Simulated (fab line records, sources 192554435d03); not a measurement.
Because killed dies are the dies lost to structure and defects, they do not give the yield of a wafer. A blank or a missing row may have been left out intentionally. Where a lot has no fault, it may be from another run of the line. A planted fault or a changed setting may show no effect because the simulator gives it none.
Lot-split experiment :: flow n5-finfet :: 7 lots, 21 wafers read, on a route of 1938 steps

THE SPLIT
At N5_MOL_CONTACT_COAG_ETCHBACK_136 (etches SiO2 in CHF3, target depth 25 nm, time 16.7 s), the setting target-depth-a was moved away from the recipe's 250 angstrom on 4 of the 21 wafers read, by -10.0% to +8.0%. All remaining wafers had this setting at the recipe value.

FROM SPLIT TO READING: 1 step shown by the file between the two
- N5_MOL_CONTACT_COAG_STRIP_120: strips in CHF3

THE READING
etch.depth-nm (the simulator's own value, which no gauge read), in nm, at N5_MOL_CONTACT_COAG_VIA_ETCH_117 (etches SiO2 in C4F6/O2, target depth 40 nm, overetch 8 nm, time 26 s). The file does not state a usual value for it. Across the 17 wafers here that went through the recipe, the average is 40.02 nm and the standard deviation 0.34 nm.

wafer: L083.3
tool, chamber at the split: rie-diel-01, 2,3,0
target-depth-a as run, angstrom: 250
against the recipe: recipe
etch.depth-nm, nm: 40.4
against lot-mates on the recipe: -

wafer: L083.4
tool, chamber at the split: rie-diel-01, 2,3,0
target-depth-a as run, angstrom: 250
against the recipe: recipe
etch.depth-nm, nm: 39.96
against lot-mates on the recipe: -

wafer: L083.5
tool, chamber at the split: rie-diel-01, 2,3,0
target-depth-a as run, angstrom: 250
against the recipe: recipe
etch.depth-nm, nm: 40.44
against lot-mates on the recipe: -

wafer: L086.1
tool, chamber at the split: rie-diel-02, 1,2,3
target-depth-a as run, angstrom: 250
against the recipe: recipe
etch.depth-nm, nm: 40.12
against lot-mates on the recipe: -

wafer: L086.2
tool, chamber at the split: rie-diel-02, 1,2,3
target-depth-a as run, angstrom: 250
against the recipe: recipe
etch.depth-nm, nm: 40.39
against lot-mates on the recipe: -

wafer: L086.5
tool, chamber at the split: rie-diel-02, 1,2,3
target-depth-a as run, angstrom: 250
against the recipe: recipe
etch.depth-nm, nm: 40.16
against lot-mates on the recipe: -

wafer: L087.1
tool, chamber at the split: rie-diel-02, 1,2
target-depth-a as run, angstrom: 250
against the recipe: recipe
etch.depth-nm, nm: 39.75
against lot-mates on the recipe: -

wafer: L087.2
tool, chamber at the split: rie-diel-02, 1,2
target-depth-a as run, angstrom: 250
against the recipe: recipe
etch.depth-nm, nm: 39.51
against lot-mates on the recipe: -

wafer: L087.6
tool, chamber at the split: rie-diel-02, 2
target-depth-a as run, angstrom: 225
against the recipe: -10.0%
etch.depth-nm, nm: 41.98
against lot-mates on the recipe: +2.35

wafer: L089.3
tool, chamber at the split: rie-diel-02, 3,2,1
target-depth-a as run, angstrom: 250
against the recipe: recipe
etch.depth-nm, nm: 40.4
against lot-mates on the recipe: -

wafer: L089.5
tool, chamber at the split: rie-diel-02, 3,2,1
target-depth-a as run, angstrom: 250
against the recipe: recipe
etch.depth-nm, nm: 40.12
against lot-mates on the recipe: -

wafer: L089.6
tool, chamber at the split: rie-diel-02, 3,2,1
target-depth-a as run, angstrom: 250
against the recipe: recipe
etch.depth-nm, nm: 40.09
against lot-mates on the recipe: -

wafer: L090.2
tool, chamber at the split: rie-diel-06, 0,1,0
target-depth-a as run, angstrom: 250
against the recipe: recipe
etch.depth-nm, nm: 39.74
against lot-mates on the recipe: -

wafer: L090.3
tool, chamber at the split: rie-diel-06, 0,1,0
target-depth-a as run, angstrom: 250
against the recipe: recipe
etch.depth-nm, nm: 39.95
against lot-mates on the recipe: -

wafer: L090.6
tool, chamber at the split: rie-diel-06, 0,1,0
target-depth-a as run, angstrom: 250
against the recipe: recipe
etch.depth-nm, nm: 39.52
against lot-mates on the recipe: -

wafer: L092.1
tool, chamber at the split: rie-diel-01, 3,2
target-depth-a as run, angstrom: 229.2
against the recipe: -8.3%
etch.depth-nm, nm: 42.31
against lot-mates on the recipe: +1.78

wafer: L092.2
tool, chamber at the split: rie-diel-01, 0
target-depth-a as run, angstrom: 250
against the recipe: recipe
etch.depth-nm, nm: 40.53
against lot-mates on the recipe: -

wafer: L092.5
tool, chamber at the split: rie-diel-01, 3,2
target-depth-a as run, angstrom: 229.2
against the recipe: -8.3%
etch.depth-nm, nm: 42.71
against lot-mates on the recipe: +2.18

wafer: L096.1
tool, chamber at the split: rie-diel-06, 2,0
target-depth-a as run, angstrom: 250
against the recipe: recipe
etch.depth-nm, nm: 39.79
against lot-mates on the recipe: -

wafer: L096.3
tool, chamber at the split: rie-diel-06, 3
target-depth-a as run, angstrom: 270.1
against the recipe: +8.0%
etch.depth-nm, nm: 38.02
against lot-mates on the recipe: -1.58

wafer: L096.5
tool, chamber at the split: rie-diel-06, 2,0
target-depth-a as run, angstrom: 250
against the recipe: recipe
etch.depth-nm, nm: 39.41
against lot-mates on the recipe: -
When a row names more than one chamber, that row covers several wafers, and the file does not tell which wafer ran in which chamber.

THE FIT
A straight line over all 21 wafers: etch.depth-nm changes by -0.254 nm for each +1% of target-depth-a; r = -0.93; the points scatter about the line by 0.38 nm.
The same after taking each lot's own level away (the mean of its wafers on the recipe; 21 wafers): -0.227 nm for each +1%; r = -0.98; scatter 0.18 nm.
According to that fit, moving target-depth-a by its largest amount changes the reading by 2.3 nm.
From 39.600 to 40.530 nm: that is the span of the lots' own levels, equal to 2.7 times the standard deviation above.
In other words, the slope is changed by the lot-to-lot level; the two fits disagree.
Check: for one of the wafers moved furthest among these (-10.0%), held out of the fit, the line's prediction against its lot-mates is +2.26 nm. It came out at +2.35 nm against them.

THE OTHER SPLITS THESE WAFERS WENT THROUGH
These wafers also went through other splits before the reading. Each is held against what the fit with the lots' levels taken away leaves over:
other split on the same wafers: N5_MOL_CONTACT_COAG_EXPOSE_05 dose-mj
wafers away from the commonest value: 9
r with etch.depth-nm (lot level and that fit taken away): +0.26

other split on the same wafers: N5_MOL_CONTACT_COAG_ALD_131 ald-cycles
wafers away from the commonest value: 4
r with etch.depth-nm (lot level and that fit taken away): -0.01

THE WHOLE CHAIN: every reading that the file lists as answering this split, in the file's order
step: N5_MOL_CONTACT_COAG_VIA_ETCH_117
what it does: etches SiO2 in C4F6/O2, target depth 40 nm, overetch 8 nm, time 26 s
reading: MOL_CONTACT_COAG.feature-depth-nm (the simulator's own value, which no gauge read)
change (the file's fit): -0.225 nm for each +1% of the setting
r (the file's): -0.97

step: N5_MOL_CONTACT_COAG_VIA_ETCH_117
what it does: etches SiO2 in C4F6/O2, target depth 40 nm, overetch 8 nm, time 26 s
reading: etch.depth-nm (the simulator's own value, which no gauge read)
change (the file's fit): -0.225 nm for each +1% of the setting
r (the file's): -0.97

FILE'S OWN FIT
etch.depth-nm changes by -0.225 nm for each +1% of target-depth-a, r = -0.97.
